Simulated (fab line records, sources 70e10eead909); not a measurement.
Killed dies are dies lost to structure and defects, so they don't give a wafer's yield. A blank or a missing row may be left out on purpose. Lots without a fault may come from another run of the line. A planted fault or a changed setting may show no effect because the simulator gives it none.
Which tool did it? | flow nand_harc | 12 lots, 36 wafers sampled, at 6 steps of a route of 1302

WHAT THE GAUGES READ, wafer by wafer
NHARC_P_CONTACT_CD_MEAS_12: target cd 90 nm. Usual: cd_nm 90.0 nm, standard deviation 0.65.
lot  | measured     | on        | cd_nm (nm)     | flag
L389 | day 6 01:26  | cd_sem-01 | 90.7 91.1 90.5 |
L391 | day 6 23:49  | cd_sem-01 | 89.5 89.6 88.9 |
L392 | day 7 13:49  | cd_sem-01 | 90.0 89.6 89.3 |
L394 | day 8 12:25  | cd_sem-02 | 90.6 90.2 90.5 |
L395 | day 8 20:34  | cd_sem-01 | 89.9 90.0 89.7 |
L399 | day 10 08:10 | cd_sem-03 | 85.7 86.5 86.1 | OFF
L404 | day 12 16:02 | cd_sem-03 | 88.5 89.3 89.5 |
L407 | day 13 20:06 | cd_sem-03 | 89.7 90.0 88.9 |
L408 | day 14 06:59 | cd_sem-03 | 90.4 90.8 90.7 |
L409 | day 14 15:28 | cd_sem-01 | 89.5 88.8 89.3 |
L410 | day 15 04:07 | cd_sem-01 | 90.0 89.4 89.4 |
L411 | day 15 17:27 | cd_sem-01 | 90.3 90.7 90.1 |

NHARC_P_CONTACT_CD_MEAS_19. Usual: cd_nm 89.4 nm, standard deviation 1.1.
lot  | measured     | on        | cd_nm (nm)     | flag
L389 | day 6 02:30  | cd_sem-02 | 91.4 91.5 89.4 |
L391 | day 7 00:53  | cd_sem-03 | 88.8 89.5 87.8 |
L392 | day 7 14:52  | cd_sem-02 | 88.9 89.1 88.1 |
L394 | day 8 13:29  | cd_sem-01 | 90.6 88.7 89.3 |
L395 | day 8 21:37  | cd_sem-02 | 88.8 88.9 89.6 |
L399 | day 10 09:14 | cd_sem-03 | 84.1 86.1 85.8 | OFF
L404 | day 12 17:06 | cd_sem-03 | 88.9 90.5 90.2 |
L407 | day 13 21:10 | cd_sem-02 | 88.7 89.2 87.7 |
L408 | day 14 08:02 | cd_sem-02 | 90.3 89.2 90.4 |
L409 | day 14 16:31 | cd_sem-01 | 88.8 86.8 88.5 |
L410 | day 15 05:11 | cd_sem-02 | 89.7 89.3 89.6 |
L411 | day 15 18:31 | cd_sem-01 | 89.9 90.7 90.4 |

WHICH TOOL RAN EACH LOT (tool, then ch and the chambers of the sampled wafers, then the start)
lot  | NHARC_P_GATE_STRIP_113               | NHARC_P_CONTACT_DEP_00                     | NHARC_P_CONTACT_EXPOSE_09          | NHARC_P_CONTACT_ETCH_18
L389 | plasma_asher-01 ch 0,1, day 5 21:26  | pecvd-01 ch 0,2, day 6 01:18 or earlier    | arfi_scanner-02 ch 0, day 6 01:18  | rie_diel-08 ch 1,3, day 6 02:30 or earlier
L391 | plasma_asher-02 ch 0,1, day 6 19:48  | pecvd-02 ch 0,1, day 6 23:41 or earlier    | arfi_scanner-01 ch 0, day 6 23:41  | rie_diel-11 ch 0,1,3, day 7 00:53 or earlier
L392 | plasma_asher-02 ch 0,1, day 7 09:39  | pecvd-01 ch 0,1, day 7 13:40 or earlier    | arfi_scanner-03 ch 0, day 7 13:40  | rie_diel-07 ch 0,1,3, day 7 14:52 or earlier
L394 | plasma_asher-02 ch 0,1, day 8 08:36  | pecvd-04 ch 0,1,2, day 8 12:16 or earlier  | arfi_scanner-02 ch 0, day 8 12:16  | rie_diel-11 ch 0,1,3, day 8 13:29 or earlier
L395 | plasma_asher-01 ch 0, day 8 16:25    | pecvd-04 ch 1,2, day 8 20:25 or earlier    | arfi_scanner-03 ch 0, day 8 20:25  | rie_diel-11 ch 2,3, day 8 21:37 or earlier
L399 | plasma_asher-02 ch 0,1, day 10 04:14 | pecvd-02 ch 0,1, day 10 08:02 or earlier   | arfi_scanner-02 ch 0, day 10 08:02 | rie_diel-11 ch 1,3, day 10 09:14 or earlier
L404 | plasma_asher-02 ch 0,1, day 12 11:56 | pecvd-02 ch 0,1,2, day 12 15:54 or earlier | arfi_scanner-01 ch 0, day 12 15:54 | rie_diel-11 ch 0,2,3, day 12 17:06 or earlier
L407 | plasma_asher-02 ch 0,1, day 13 15:57 | pecvd-02 ch 0,1,2, day 13 19:58 or earlier | arfi_scanner-03 ch 0, day 13 19:58 | rie_diel-07 ch 0,1,2, day 13 21:10 or earlier
L408 | plasma_asher-01 ch 0,1, day 14 02:56 | pecvd-02 ch 1,2, day 14 06:50 or earlier   | arfi_scanner-03 ch 0, day 14 06:50 | rie_diel-08 ch 1,2,3, day 14 08:02 or earlier
L409 | plasma_asher-02 ch 0,1, day 14 11:17 | pecvd-04 ch 0,1, day 14 15:19 or earlier   | arfi_scanner-03 ch 0, day 14 15:19 | rie_diel-11 ch 0,1,2, day 14 16:31 or earlier
L410 | plasma_asher-02 ch 0,1, day 14 23:44 | pecvd-01 ch 0,1,2, day 15 03:59 or earlier | arfi_scanner-02 ch 0, day 15 03:59 | rie_diel-11 ch 0,1,3, day 15 05:11 or earlier
L411 | plasma_asher-02 ch 0,1, day 15 13:19 | pecvd-04 ch 1,2, day 15 17:19 or earlier   | arfi_scanner-01 ch 0, day 15 17:19 | rie_diel-08 ch 1,2, day 15 18:31 or earlier
- NHARC_P_GATE_STRIP_113: strips in N2/H2, time 740 s.
- NHARC_P_CONTACT_DEP_00: deposits SiO2, target thk 500 nm.
- NHARC_P_CONTACT_EXPOSE_09: exposes mask P CA, target cd 90 nm.
- NHARC_P_CONTACT_ETCH_18: etches the open film in C4F8/O2/Ar, target depth 481 nm, time 240.5 s.

WHAT THE TOOLS THEMSELVES READ (means of the sampled wafers that have a number; where no wafer has one, the mark that the record gives instead)
NHARC_P_GATE_STRIP_113. Usual: drypump_motor_current_A 6.1 A, standard deviation 0.42; heater_power_w 84 W, standard deviation 5.9.
lot  | tool            | drypump_motor_current_A (A) | heater_power_w (W) | flag
L389 | plasma_asher-01 | 5.6                         | 81                 |
L391 | plasma_asher-02 | 6.4                         | 89                 |
L392 | plasma_asher-02 | 6.5                         | 89                 |
L394 | plasma_asher-02 | 6.4                         | 89                 |
L395 | plasma_asher-01 | 5.7                         | 87                 |
L399 | plasma_asher-02 | 6.4                         | 88                 |
L404 | plasma_asher-02 | 6.4                         | 85                 |
L407 | plasma_asher-02 | 6.4                         | 85                 |
L408 | plasma_asher-01 | 5.6                         | 79                 |
L409 | plasma_asher-02 | 6.4                         | 86                 |
L410 | plasma_asher-02 | 6.5                         | 85                 |
L411 | plasma_asher-02 | 6.4                         | 87                 |

NHARC_P_CONTACT_DEP_00. Usual: heater_power_w 509 W, standard deviation 91; throttle_valve_pct 16.0 %, standard deviation 0.7.
lot  | tool     | heater_power_w (W) | throttle_valve_pct (%) | flag
L389 | pecvd-01 | 583                | 15.1                   |
L391 | pecvd-02 | 525                | 16.2                   |
L392 | pecvd-01 | 457                | 16.3                   |
L394 | pecvd-04 | 436                | 15.6                   |
L395 | pecvd-04 | 435                | 15.7                   |
L399 | pecvd-02 | 509                | 16.3                   |
L404 | pecvd-02 | 554                | 16.3                   |
L407 | pecvd-02 | 526                | 16.4                   |
L408 | pecvd-02 | 538                | 16.5                   |
L409 | pecvd-04 | 526                | 15.1                   |
L410 | pecvd-01 | 524                | 15.9                   |
L411 | pecvd-04 | 436                | 16.0                   |

NHARC_P_CONTACT_ETCH_18. Usual: oes_product_au 0.955 a.u., standard deviation 0.019; rf_vpp_V 976 V, standard deviation 4.3.
lot  | tool        | oes_product_au (a.u.) | rf_vpp_V (V) | flag
L389 | rie_diel-08 | 0.923                 | 978          |
L391 | rie_diel-11 | 0.969                 | 973          |
L392 | rie_diel-07 | 0.969                 | 978          |
L394 | rie_diel-11 | 0.969                 | 973          |
L395 | rie_diel-11 | 0.927                 | 975          |
L399 | rie_diel-11 | 0.944                 | 975          |
L404 | rie_diel-11 | 0.970                 | 973          |
L407 | rie_diel-07 | 0.971                 | 981          |
L408 | rie_diel-08 | 0.967                 | 980          |
L409 | rie_diel-11 | 0.970                 | 972          |
L410 | rie_diel-11 | 0.922                 | 974          |
L411 | rie_diel-08 | 0.925                 | 976          |

THE ANSWER, worked out from the rows above alone
Rule: a lot is off if the mean of its wafers that have a number lies more than 3 standard deviations from the usual mean. A lot without any number at a reading at which 4 lots or more have one is off too. The other lots that the step has rows for count as sound. The gauges are gone through in route order, then the tools' own readings, and for those a lot's mean is taken as printed above. The first step at which some lot is off is used, and at that step the reading that is off furthest; a lot without a number counts as furthest.
Off: L399, at NHARC_P_CONTACT_CD_MEAS_12 (cd_nm).
A tool fits if, at a process step before that reading, it ran every lot that is off, and no sound lot after the first of them. The gauges at NHARC_P_CONTACT_CD_MEAS_12 are tried like those tools. NHARC_P_CONTACT_DEP_00 gives no start for some lots, so the hours and the order of its lots are those of NHARC_P_CONTACT_EXPOSE_09. None of those tried fits.

WHAT THE SIMULATOR HAD PUT IN
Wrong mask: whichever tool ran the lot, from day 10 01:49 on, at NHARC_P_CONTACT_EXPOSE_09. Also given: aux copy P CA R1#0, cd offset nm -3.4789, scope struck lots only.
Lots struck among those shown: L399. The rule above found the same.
